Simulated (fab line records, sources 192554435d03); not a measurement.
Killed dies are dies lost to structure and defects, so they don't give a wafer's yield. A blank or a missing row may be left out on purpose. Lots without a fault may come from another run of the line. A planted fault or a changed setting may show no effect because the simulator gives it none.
Chamber matching | flow n5_finfet | N5_BEOL_M8_STRIP_19 on rie_diel-04: 4 sister chambers
The step strips in O2. 8 wafers are shown with their chamber, then 8 later ones without.

WAFERS WITH THEIR CHAMBER
wafer  | chamber | drypump_motor_current_A (A) | showerhead_plenum_p_Torr (Torr)
L076.5 | 2       | 5.7                         | 2.11
L079.5 | 1       | 6.7                         | 2.16
L081.5 | 0       | 5.8                         | 2.05
L081.6 | 3       | 5.4                         | 2.21
L091.1 | 3       | 5.4                         | 2.20
L091.2 | 0       | 5.8                         | 2.04
L091.3 | 2       | 5.7                         | 2.10
L089.1 | 1       | 6.6                         | 2.15

WAFERS WITHOUT THEIR CHAMBER
wafer  | drypump_motor_current_A (A) | showerhead_plenum_p_Torr (Torr)
L089.2 | 5.8                         | 2.04
L089.4 | 5.4                         | 2.20
L094.4 | 6.6                         | 2.15
L094.5 | 5.8                         | 2.04
L094.6 | 6.6                         | 2.15
L096.1 | 5.7                         | 2.10
L096.2 | 5.4                         | 2.20
L096.5 | 5.4                         | 2.20

WHICH CHAMBER EACH WENT THROUGH
wafer  | from the rows above | in truth
L089.2 | 0                   | 0
L089.4 | 3                   | 3
L094.4 | 1                   | 1
L094.5 | 0                   | 0
L094.6 | 1                   | 1
L096.1 | 2                   | 2
L096.2 | 3                   | 3
L096.5 | 3                   | 3
Placed correctly: 8 of 8. Can't be placed from these rows: 0. Placed wrongly: 0.
How it was worked out, from the rows above alone: a wafer's distance from a chamber is the root of the sum, over the readings, of the square of ((its reading less the chamber's mean) divided by the reading's scatter). The wafer belongs to the nearest chamber; if the next one is less than 2 further off, it can't be placed. A chamber's mean is the mean of its shown wafers. The scatter: the root of (the sum of the squares of (reading less its chamber's mean) over the shown wafers, divided by (wafers less chambers)).
